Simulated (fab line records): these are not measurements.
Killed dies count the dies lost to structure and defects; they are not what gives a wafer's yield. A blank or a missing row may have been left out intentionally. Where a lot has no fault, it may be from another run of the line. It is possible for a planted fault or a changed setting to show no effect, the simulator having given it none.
fab line records	flow n5Finfet
record lots=5	wafers=15	lastDay=17
route steps=1938 shown FIN_SAQP@147 FIN_CUT@154
lots untouched by any fault: they come from a run of this same line in which no faults occurred
startH: start of the lot's first displayed wafer, in hours after the record's first day	waitH: time in hours since the lot's previous step	" identical to the entry in the row above	L1.1+2: several wafers, shown together as one row	- no value present, or no start provided	* or withheld: withheld	< > ~ a bound
route shown NAME@n: NAME is a module with steps in the file, n the number in the route of the first one	usual: the fault-free wafers' mean and standard deviation	same: alike in all rows	chamber/n: place in a boat	sites: readings site by site	_std_site: the standard deviation of these	_edge_site: the outer-site mean with the inner-site mean subtracted	radiusMm: for every site, how far away it sits from the centre of the wafer	mask NAME#n: copy n	behind: the last tool/chamber to shape the wafer	hold: reason for holding the lot/hours on hold/outcome of the hold	device: which transistor (n, p or np) failed to switch	end of line: the tests these same wafers got at the end of their route	for a step that has no rows: nothing shown but its recipe	killed: not the wafer's yield, but the dies lost to structure and defects at the first sort	map: the dies of a wafer, with x for killed, . for not killed, _ for no die there
set.NAME: the setting that was run; set.NAME@STEP: the one run at that earlier step	model.NAME: the simulator's own value behind a step, which no gauge read
lots at selected steps of the route; one table per step, one row per wafer
services: the hour from which a tool's chamber was out of use, counted from the record's first day as startH (under 0 if before that day), plus the number of hours and why
## steps
# step N5_FIN_SAQP_FIN_ETCH_36
# recipe chemistry=HBr/Cl2/O2	targetDepthA=1200	maskMaterial=SiNx	timeS=50.4	biasW=102	pressureMtorr=10	icpW=800	HBr_flow_sccm=150	Cl2_flow_sccm=80	O2_flow_sccm=12
# usual HBr_flow_sccm=150.0/0.46	drypumpMotorCurrentA=6.0/0.53	oesProductAu=0.992/0.016	throttleValvePct=36.0/0.34
lot.wafer	tool	chamber	startH	waitH	HBr_flow_sccm	drypumpMotorCurrentA	oesProductAu	rfHoursCounterH	throttleValvePct
L074.1	rieSi-04	3	27.91	0.0	149.8	6.0	0.981	175	36.5
L074.4	"	0	"	"	150.4	4.8	0.978	86	35.8
L074.5	"	2	"	"	150.7	5.8	1.011	-	35.9
L082.1	rieSi-02	3	75.20	0.0	150.5	6.7	0.980	98	35.7
L082.2	"	0	"	"	150.2	5.7	0.981	1	36.0
L082.3	"	1	"	"	149.5	6.3	0.966	48	36.5
L083.1	rieSi-04	0	80.43	0.0	149.3	4.8	0.986	87	35.8
L083.4	"	1	"	"	149.3	5.5	0.989	18	36.5
L083.6	"	2	"	"	149.8	5.8	1.010	-	35.9
L087.3	rieSi-06	1	105.58	0.0	150.4	6.4	0.985	64	36.1
L087.4	"	0	"	"	150.6	6.5	0.999	89	36.2
L087.5	"	0	"	"	149.1	6.5	1.004	-	36.2
L089.1	rieSi-04	2	116.40	0.0	149.9	5.8	1.020	116	35.9
L089.3	"	1	"	"	150.4	5.4	0.993	18	36.5
L089.6	"	1	"	"	149.6	5.5	0.992	-	36.5
# step N5_FIN_SAQP_CD_MEAS_37
# recipe targetCdNm=8	polarity=line
# usual cdNm=8.07/0.25
lot.wafer	tool	chamber	startH	waitH	cdNm
L074.1	cdSem-02	-	28.03	0.1	7.71
L074.4	"	-	"	"	8.43
L074.5	"	-	"	"	8.17
L082.1	cdSem-03	-	75.32	0.1	8.09
L082.2	"	-	"	"	8.40
L082.3	"	-	"	"	8.40
L083.1	cdSem-03	-	80.55	0.1	8.15
L083.4	"	-	"	"	8.49
L083.6	"	-	"	"	8.22
L087.3	cdSem-03	-	105.71	0.1	7.64
L087.4	"	-	"	"	8.38
L087.5	"	-	"	"	7.87
L089.1	cdSem-02	-	116.51	0.1	7.58
L089.3	"	-	"	"	8.27
L089.6	"	-	"	"	7.89
# step N5_FIN_SAQP_PRECLEAN_38
# recipe chemistry=O3/DIW	timeS=45	tempC=22	o3Ppm=10
lot.wafer	tool	chamber	startH	waitH
L074.1+4+5	wetBench-04	6,7,5	28.07	0.0
L082.1+2+3	wetBench-05	2,7,6	75.37	0.0
L083.1+4+6	wetBench-05	5,4,3	80.60	0.0
L087.3+4+5	wetBench-04	7,5,1	105.74	0.0
L089.1+3+6	wetBench-06	7,5,6	116.56	0.0
# step N5_FIN_SAQP_PRECLEAN_45
# recipe chemistry=dHF	timeS=10	dilution=500:1	tempC=25
lot.wafer	tool	chamber	startH	waitH
L074.1+4+5	wetBench-04	6,7,5	28.09	0.0
L082.1+2+3	wetBench-05	2,7,6	75.38	0.0
L083.1+4+6	wetBench-05	5,4,3	80.61	0.0
L087.3+4+5	wetBench-04	7,5,1	105.76	0.0
L089.1+3+6	wetBench-06	7,5,6	116.57	0.0
# step N5_FIN_SAQP_SRD_39
# recipe dry=ipaMarangoni	timeS=30	tempC=23	rinseLiquid=diw
lot.wafer	tool	chamber	startH	waitH
L074.1+4+5	wetBench-04	6,7,5	28.09	0.0
L082.1+2+3	wetBench-05	2,7,6	75.38	0.0
L083.1+4+6	wetBench-05	5,4,3	80.61	0.0
L087.3+4+5	wetBench-04	7,5,1	105.76	0.0
L089.1+3+6	wetBench-06	7,5,6	116.57	0.0
# step N5_FIN_SAQP_OCD_MEAS_76
# usual trenchDepthNm=119.9/1.8
lot.wafer	tool	chamber	startH	waitH	trenchDepthNm
L074.1	ocd-02	-	28.13	0.0	120.4
L074.4	"	-	"	"	119.3
L074.5	"	-	"	"	121.6
L082.1	ocd-02	-	75.42	0.0	116.2
L082.2	"	-	"	"	119.9
L082.3	"	-	"	"	116.9
L083.1	ocd-02	-	80.65	0.0	119.9
L083.4	"	-	"	"	120.1
L083.6	"	-	"	"	123.0
L087.3	ocd-01	-	105.80	0.0	119.0
L087.4	"	-	"	"	122.0
L087.5	"	-	"	"	122.1
L089.1	ocd-02	-	116.61	0.0	123.3
L089.3	"	-	"	"	120.5
L089.6	"	-	"	"	120.6
# step N5_FIN_SAQP_INSPECT_40
# recipe inspectInstrument=brightfield	mode=aei
# usual rawDefectCount=219/61
lot.wafer	tool	chamber	startH	waitH	rawDefectCount
L074.1	defectInspect-01	-	28.16	0.0	203
L074.4	"	-	"	"	211
L074.5	"	-	"	"	259
L082.1	defectInspect-01	-	75.45	0.0	164
L082.2	"	-	"	"	199
L082.3	"	-	"	"	247
L083.1	defectInspect-01	-	80.68	0.0	357
L083.4	"	-	"	"	265
L083.6	"	-	"	"	232
L087.3	defectInspect-01	-	105.83	0.0	197
L087.4	"	-	"	"	358
L087.5	"	-	"	"	216
L089.1	defectInspect-01	-	116.64	0.0	286
L089.3	"	-	"	"	268
L089.6	"	-	"	"	150
# step N5_FIN_CUT_COAT_18
# recipe resist=SOC	tempC=250	timeS=60	spinRpm=1500	resistThkNm=230
# usual dispensePressureKPa=53.2/1.7
lot.wafer	tool	chamber	startH	waitH	dispensePressureKPa
L074.1	lithoTrack-03	0	28.19	0.0	54.2
L074.4	"	0	"	"	54.2
L074.5	"	0	"	"	54.2
L082.1	lithoTrack-02	0	75.49	0.0	48.1
L082.2	"	0	"	"	48.1
L082.3	"	0	"	"	48.1
L083.1	lithoTrack-03	0	80.72	0.0	54.2
L083.4	"	0	"	"	54.2
L083.6	"	0	"	"	54.2
L087.3	lithoTrack-03	0	105.86	0.0	54.2
L087.4	"	0	"	"	54.2
L087.5	"	0	"	"	54.2
L089.1	lithoTrack-03	0	116.68	0.0	54.1
L089.3	"	0	"	"	54.1
L089.6	"	0	"	"	54.1
# step N5_FIN_CUT_COAT_19
# recipe resist=SiARC	tempC=220	timeS=60	spinRpm=1500	resistThkNm=20
# usual dispensePressureKPa=53.1/1.7
lot.wafer	tool	chamber	startH	waitH	dispensePressureKPa
L074.1	lithoTrack-03	0	-	-	54.2
L074.4	"	0	"	"	54.2
L074.5	"	0	"	"	54.2
L082.1	lithoTrack-02	0	-	-	48.1
L082.2	"	0	"	"	48.1
L082.3	"	0	"	"	48.1
L083.1	lithoTrack-03	0	-	-	54.2
L083.4	"	0	"	"	54.2
L083.6	"	0	"	"	54.2
L087.3	lithoTrack-03	0	-	-	54.2
L087.4	"	0	"	"	54.2
L087.5	"	0	"	"	54.2
L089.1	lithoTrack-03	0	-	-	54.1
L089.3	"	0	"	"	54.2
L089.6	"	0	"	"	54.2
# step N5_FIN_CUT_COAT_29
# recipe resist=underlayer	tempC=205	timeS=60	spinRpm=1500	resistThkNm=10
# usual dispensePressureKPa=53.1/1.7
lot.wafer	tool	chamber	startH	waitH	dispensePressureKPa
L074.1	lithoTrack-03	0	-	-	54.2
L074.4	"	0	"	"	54.2
L074.5	"	0	"	"	54.2
L082.1	lithoTrack-02	0	-	-	48.1
L082.2	"	0	"	"	48.1
L082.3	"	0	"	"	48.2
L083.1	lithoTrack-03	0	-	-	54.1
L083.4	"	0	"	"	54.1
L083.6	"	0	"	"	54.2
L087.3	lithoTrack-03	0	-	-	54.2
L087.4	"	0	"	"	54.2
L087.5	"	0	"	"	54.1
L089.1	lithoTrack-03	0	-	-	54.1
L089.3	"	0	"	"	54.1
L089.6	"	0	"	"	54.2
# step N5_FIN_CUT_COAT_02
# recipe resist=CAR-EUV	spinRpm=1500	resistThkNm=30
# usual dispensePressureKPa=53.1/1.7
lot.wafer	tool	chamber	startH	waitH	dispensePressureKPa
L074.1	lithoTrack-03	0	-	-	54.1
L074.4	"	0	"	"	54.1
L074.5	"	0	"	"	54.2
L082.1	lithoTrack-02	0	-	-	48.1
L082.2	"	0	"	"	48.1
L082.3	"	0	"	"	48.1
L083.1	lithoTrack-03	0	-	-	54.1
L083.4	"	0	"	"	54.1
L083.6	"	0	"	"	54.1
L087.3	lithoTrack-03	0	-	-	54.1
L087.4	"	0	"	"	54.1
L087.5	"	0	"	"	54.1
L089.1	lithoTrack-03	0	-	-	54.1
L089.3	"	0	"	"	54.1
L089.6	"	0	"	"	54.1
# step N5_FIN_CUT_EBR_04
# recipe solvent=PGMEA	ebrWidthMm=1.5
lot.wafer	tool	chamber	startH	waitH
L074.1+4+5	lithoTrack-03	0	-	-
L082.1+2+3	lithoTrack-02	0	-	-
L083.1+4+6	lithoTrack-03	0	-	-
L087.3+4+5	lithoTrack-03	0	-	-
L089.1+3+6	lithoTrack-03	0	-	-
# step N5_FIN_CUT_SOFTBAKE_03
# recipe tempC=110	timeS=60	resist=CAR-EUV
lot.wafer	tool	chamber	startH	waitH
L074.1+4+5	lithoTrack-03	0	-	-
L082.1+2+3	lithoTrack-02	0	-	-
L083.1+4+6	lithoTrack-03	0	-	-
L087.3+4+5	lithoTrack-03	0	-	-
L089.1+3+6	lithoTrack-03	0	-	-
# step N5_FIN_CUT_EXPOSE_05
# recipe maskId=FIN_CUT	na=0.33	sourceShape=annular	sigmaInner=0.35	sigmaOuter=0.8	polarization=unpolarized	doseMj=45.75
lot.wafer	tool	chamber	startH	waitH	mask
L074.1+4+5	euvScanner-01	0	28.45	-	FIN_CUT#0
L082.1+2+3	euvScanner-01	0	75.62	-	FIN_CUT#0
L083.1+4+6	euvScanner-02	0	80.98	-	FIN_CUT#0
L087.3+4+5	euvScanner-02	0	106.02	-	FIN_CUT#0
L089.1+3+6	euvScanner-02	0	116.94	-	FIN_CUT#0
# step N5_FIN_CUT_PEB_06
# recipe pebTempC=100	pebTimeS=60	resist=CAR-EUV
lot.wafer	tool	chamber	startH	waitH
L074.1+4+5	lithoTrack-03	0	28.52	0.1
L082.1+2+3	lithoTrack-03	0	75.69	0.1
L083.1+4+6	lithoTrack-05	0	81.04	0.1
L087.3+4+5	lithoTrack-03	0	106.07	0.0
L089.1+3+6	lithoTrack-03	0	117.01	0.1
# step N5_FIN_CUT_DEVELOP_07
# recipe developTimeS=30	developer=TMAH	resist=CAR-EUV	rinseLiquid=surfactantRinse	dry=airSpin	devTempC=23
lot.wafer	tool	chamber	startH	waitH
L074.1+4+5	lithoTrack-03	0	-	-
L082.1+2+3	lithoTrack-03	0	-	-
L083.1+4+6	lithoTrack-05	0	-	-
L087.3+4+5	lithoTrack-03	0	-	-
L089.1+3+6	lithoTrack-03	0	-	-
# step N5_FIN_CUT_CD_MEAS_08
# recipe targetCdNm=29.1	landingEnergyEv=500	detector=seInlens	polarity=opening
# usual cdNm=29.10/0.25
# same landingEnergyEv=500
lot.wafer	tool	chamber	startH	waitH	cdNm
L074.1	cdSem-01	0	28.59	-	29.17
L074.4	"	0	"	"	28.76
L074.5	"	0	"	"	29.24
L082.1	cdSem-02	0	75.76	-	28.82
L082.2	"	0	"	"	28.81
L082.3	"	0	"	"	28.99
L083.1	cdSem-02	0	81.11	-	29.05
L083.4	"	0	"	"	29.45
L083.6	"	0	"	"	28.70
L087.3	cdSem-02	0	106.14	-	29.28
L087.4	"	0	"	"	29.10
L087.5	"	0	"	"	28.97
L089.1	cdSem-03	0	117.07	-	28.94
L089.3	"	0	"	"	29.33
L089.6	"	0	"	"	29.48
# step N5_FIN_CUT_OVL_MEAS_09
# recipe pointsPerWafer=522
# usual FIN_CUT_OVL=0.1/0.59
lot.wafer	tool	chamber	startH	waitH	FIN_CUT_OVL[nm]
L074.1	overlay-01	0	28.62	0.0	-0.8
L074.4	"	0	"	"	0.0
L074.5	"	0	"	"	0.1
L082.1	overlay-02	0	75.79	0.0	-0.2
L082.2	"	0	"	"	0.1
L082.3	"	0	"	"	-0.1
L083.1	overlay-02	0	81.14	0.0	0.0
L083.4	"	0	"	"	-0.8
L083.6	"	0	"	"	-0.1
L087.3	overlay-01	0	107.13	1.0	0.7
L087.4	"	0	"	"	-0.2
L087.5	"	0	"	"	0.5
L089.1	overlay-01	0	117.10	0.0	1.4
L089.3	"	0	"	"	0.4
L089.6	"	0	"	"	-0.2
# step N5_FIN_CUT_INSPECT_10
# recipe mode=adi	inspectInstrument=brightfield
# usual rawDefectCount=40/12
lot.wafer	tool	chamber	startH	waitH	rawDefectCount
L074.1	defectInspect-01	-	28.68	0.1	42
L074.4	"	-	"	"	40
L074.5	"	-	"	"	43
L082.1	defectInspect-02	-	75.85	0.1	37
L082.2	"	-	"	"	29
L082.3	"	-	"	"	40
L083.1	defectInspect-02	-	81.20	0.1	55
L083.4	"	-	"	"	37
L083.6	"	-	"	"	33
L087.3	defectInspect-02	-	107.17	0.0	37
L087.4	"	-	"	"	67
L087.5	"	-	"	"	33
L089.1	defectInspect-02	-	117.16	0.1	50
L089.3	"	-	"	"	28
L089.6	"	-	"	"	27
# step N5_FIN_CUT_DESCUM_13
# recipe chemistry=O2	timeS=7	sourcePowerW=50	biasPowerW=20	pressureMtorr=20	rfFrequencyHz=2.712e+07	tempC=40	resist=CAR-EUV	o2FlowSccm=225
# usual drypumpMotorCurrentA=5.7/0.36	oesProductAu=0.76/0.053	rfVppV=243.0/1.2	showerheadPlenumPTorr=2.09/0.065	throttleValvePct=20.64/0.22
lot.wafer	tool	chamber	startH	waitH	drypumpMotorCurrentA	oesProductAu	rfHoursCounterH	rfVppV	showerheadPlenumPTorr	throttleValvePct
L074.1	rieDiel-01	3	28.71	0.0	6.4	0.77	139	242.2	2.00	20.39
L074.4	"	0	"	"	5.8	0.76	142	242.4	2.12	20.71
L074.5	"	2	"	"	5.5	0.77	-	243.8	2.18	20.67
L082.1	rieDiel-01	0	75.88	0.0	5.8	0.75	155	242.8	2.11	20.71
L082.2	"	3	"	"	6.5	0.77	151	242.9	1.99	20.40
L082.3	"	1	"	"	6.0	0.76	153	244.0	2.09	20.62
L083.1	rieDiel-03	1	81.23	0.0	5.9	0.71	226	242.4	1.97	20.76
L083.4	"	0	"	"	5.4	0.77	149	244.3	2.11	20.56
L083.6	"	1	"	"	5.9	0.71	-	240.1	1.97	20.77
L087.3	rieDiel-02	1	107.21	0.0	5.6	0.76	163	245.9	2.18	20.66
L087.4	"	1	"	"	5.6	0.75	-	243.2	2.18	20.64
L087.5	"	0	"	"	5.8	0.90	-	242.8	2.06	20.04
L089.1	rieDiel-01	3	117.20	0.0	6.4	0.74	163	241.9	1.99	20.41
L089.3	"	1	"	"	6.1	0.75	166	241.6	2.09	20.64
L089.6	"	0	"	"	5.7	0.73	-	242.9	2.11	20.77
# step N5_FIN_CUT_ETCH_30
# recipe chemistry=N2/H2	target=underlayer	targetDepthA=130	maskMaterial=CAR-EUV	timeS=10.4	ionEnergyEv=200	pressureMtorr=30	sourceW=840	biasW=150	n2FlowSccm=200	h2FlowSccm=200	ends=cleared
# usual drypumpMotorCurrentA=5.7/0.36	etchRfOnTimeS=10.35/0.22	h2FlowSccm=199.9/0.53	oesProductAu=0.65/0.044	rfVppV=523.6/2.3	showerheadPlenumPTorr=2.53/0.079	throttleValvePct=18.08/0.19
lot.wafer	tool	chamber	startH	waitH	drypumpMotorCurrentA	etchRfOnTimeS	h2FlowSccm	oesProductAu	rfHoursCounterH	rfVppV	showerheadPlenumPTorr	throttleValvePct
L074.1	rieDiel-01	3	28.74	0.0	6.4	10.17	199.0	0.66	139	520.2	2.45	17.99
L074.4	"	0	"	"	5.7	10.21	199.5	0.65	142	523.9	2.56	18.09
L074.5	"	2	"	"	5.5	10.29	200.3	0.66	-	528.0	2.67	18.13
L082.1	rieDiel-01	0	75.91	0.0	5.7	10.25	200.7	0.64	155	522.5	2.56	18.11
L082.2	"	3	"	"	6.5	10.01	200.1	0.65	151	519.9	2.45	18.01
L082.3	"	1	"	"	6.1	10.48	199.6	0.65	153	523.1	2.55	18.17
L083.1	rieDiel-03	1	81.27	0.0	6.0	10.07	200.7	0.62	226	520.4	2.40	18.30
L083.4	"	0	"	"	5.4	10.38	199.4	0.66	149	524.9	2.56	18.07
L083.6	"	1	"	"	5.9	10.09	199.6	0.62	-	520.6	2.40	18.32
L087.3	rieDiel-02	1	107.24	0.0	5.6	10.91	200.0	0.62	163	525.8	2.65	18.09
L087.4	"	1	"	"	5.6	11.00	199.0	0.62	-	526.8	2.65	18.11
L087.5	"	0	"	"	5.8	10.61	199.4	0.76	-	520.6	2.50	17.48
L089.1	rieDiel-01	3	117.23	0.0	6.4	10.09	199.1	0.64	163	520.8	2.44	18.03
L089.3	"	1	"	"	6.0	10.62	199.1	0.64	166	522.8	2.54	18.19
L089.6	"	0	"	"	5.7	10.38	200.2	0.62	-	523.4	2.55	18.13
# step N5_FIN_CUT_ETCH_20
# recipe chemistry=CF4	target=SiARC	targetDepthA=260	maskMaterial=CAR-EUV	timeS=43.3	ionEnergyEv=80	pressureMtorr=40	sourceW=545	biasW=36	Ar_flow_sccm=100	cf4FlowSccm=100	ends=cleared
# usual drypumpMotorCurrentA=5.7/0.37	etchRfOnTimeS=43.0/0.88	oesProductAu=0.65/0.044	rfVppV=184.0/1.2	showerheadPlenumPTorr=2.13/0.061	throttleValvePct=15.81/0.2
lot.wafer	tool	chamber	startH	waitH	drypumpMotorCurrentA	etchRfOnTimeS	oesProductAu	rfHoursCounterH	rfVppV	showerheadPlenumPTorr	throttleValvePct
L074.1	rieDiel-01	3	28.76	0.0	6.4	42.2	0.66	139	182.2	2.06	15.63
L074.4	"	0	"	"	5.8	42.4	0.65	142	182.7	2.15	15.78
L074.5	"	2	"	"	5.5	42.4	0.66	-	184.3	2.23	15.92
L082.1	rieDiel-01	0	75.93	0.0	5.7	42.5	0.64	155	182.8	2.15	15.82
L082.2	"	3	"	"	6.4	42.3	0.65	151	182.5	2.05	15.66
L082.3	"	1	"	"	6.0	43.6	0.66	153	184.9	2.14	15.80
L083.1	rieDiel-03	1	81.29	0.0	5.9	41.9	0.62	226	184.0	2.02	16.00
L083.4	"	0	"	"	5.4	43.0	0.65	149	183.8	2.14	15.64
L083.6	"	1	"	"	5.9	41.6	0.62	-	183.5	2.02	15.96
L087.3	rieDiel-02	1	107.26	0.0	5.6	44.6	0.63	163	185.7	2.22	15.76
L087.4	"	1	"	"	5.6	44.4	0.63	-	187.4	2.22	15.74
L087.5	"	0	"	"	5.8	43.3	0.76	-	184.9	2.11	15.25
L089.1	rieDiel-01	3	117.25	0.0	6.5	42.4	0.64	163	184.1	2.05	15.67
L089.3	"	1	"	"	6.0	43.6	0.64	166	184.2	2.13	15.83
L089.6	"	0	"	"	5.8	42.5	0.63	-	183.4	2.15	15.81
# step N5_FIN_CUT_ETCH_21
# recipe chemistry=N2/H2	target=SOC	targetDepthA=2190	overetchA=438	maskMaterial=SiARC	tempC=40	ionEnergyEv=100	biasW=61	timeS=523.5	pressureMtorr=30	sourceW=850	n2FlowSccm=200	h2FlowSccm=200
# usual drypumpMotorCurrentA=5.7/0.37	h2FlowSccm=199.9/0.62	oesProductAu=0.70/0.048	rfVppV=240.5/1.3	showerheadPlenumPTorr=2.53/0.079	throttleValvePct=18.03/0.2
lot.wafer	tool	chamber	startH	waitH	drypumpMotorCurrentA	h2FlowSccm	oesProductAu	rfHoursCounterH	rfVppV	showerheadPlenumPTorr	throttleValvePct
L074.1	rieDiel-01	3	28.80	0.0	6.4	199.9	0.71	139	239.9	2.45	17.92
L074.4	"	0	"	"	5.8	199.6	0.70	142	241.3	2.56	18.06
L074.5	"	2	"	"	5.5	199.7	0.71	-	241.9	2.67	18.09
L082.1	rieDiel-01	0	75.97	0.0	5.7	199.5	0.68	155	240.7	2.55	18.06
L082.2	"	3	"	"	6.4	200.3	0.69	151	238.4	2.45	17.94
L082.3	"	1	"	"	6.1	199.1	0.71	153	238.8	2.55	18.12
L083.1	rieDiel-03	1	81.33	0.0	5.9	199.3	0.65	226	238.6	2.40	18.26
L083.4	"	0	"	"	5.4	199.3	0.70	149	240.6	2.56	18.01
L083.6	"	1	"	"	5.9	199.4	0.65	-	239.3	2.40	18.27
L087.3	rieDiel-02	1	107.30	0.0	5.6	200.0	0.69	163	242.7	2.65	18.06
L087.4	"	1	"	"	5.6	200.5	0.69	-	242.5	2.65	18.05
L087.5	"	0	"	"	5.8	199.9	0.82	-	240.9	2.50	17.42
L089.1	rieDiel-01	3	117.29	0.0	6.5	199.8	0.68	163	237.5	2.44	17.96
L089.3	"	1	"	"	6.1	199.1	0.70	166	239.2	2.54	18.14
L089.6	"	0	"	"	5.7	200.2	0.68	-	239.6	2.55	18.08
# step N5_FIN_CUT_STRIP_23
# recipe chemistry=N2/H2	tempC=40	n2FlowSccm=200	h2FlowSccm=200	rfFrequencyHz=6e+07
lot.wafer	tool	chamber	startH	waitH
L074.1+4+5	rieDiel-01	3,0,2	29.11	0.2
L082.1+2+3	rieDiel-01	0,3,1	76.28	0.2
L083.1+4+6	rieDiel-03	1,0,1	81.63	0.2
L087.3+4+5	rieDiel-02	1,1,0	107.60	0.2
L089.1+3+6	rieDiel-01	3,1,0	117.59	0.2
## services
tool	chamber	startH	hours	kind
euvScanner-01	-	4.13	1.0	pm
euvScanner-02	-	6.48	4.6	pm
euvScanner-02	-	12.58	1.3	repair
rieDiel-01	-	17.80	4.0	pm
rieSi-02	-	22.86	15.6	pm
euvScanner-02	-	34.16	1.0	pm
rieSi-04	1	36.53	6.8	repair
euvScanner-01	-	40.47	12.0	pm
rieDiel-03	3	40.81	3.0	repair
rieSi-02	0	42.45	17.5	repair
rieSi-06	-	60.23	0.9	repair
euvScanner-01	-	60.28	1.0	pm
rieDiel-01	1	60.30	3.8	repair
rieSi-02	3	62.56	3.8	repair
rieDiel-03	2	73.79	3.4	repair
rieSi-04	1	87.74	6.0	repair
rieDiel-02	2	88.89	6.0	repair
euvScanner-02	-	90.31	1.0	pm
rieDiel-03	0	96.09	2.1	repair
rieDiel-02	3	99.93	-	clean
rieDiel-02	3	99.93	-	consumableReplace:focusRing
rieDiel-02	3	99.93	-	consumableReplace:showerhead
euvScanner-01	-	106.95	4.6	pm
euvScanner-01	-	116.43	1.0	pm
## key
fault none
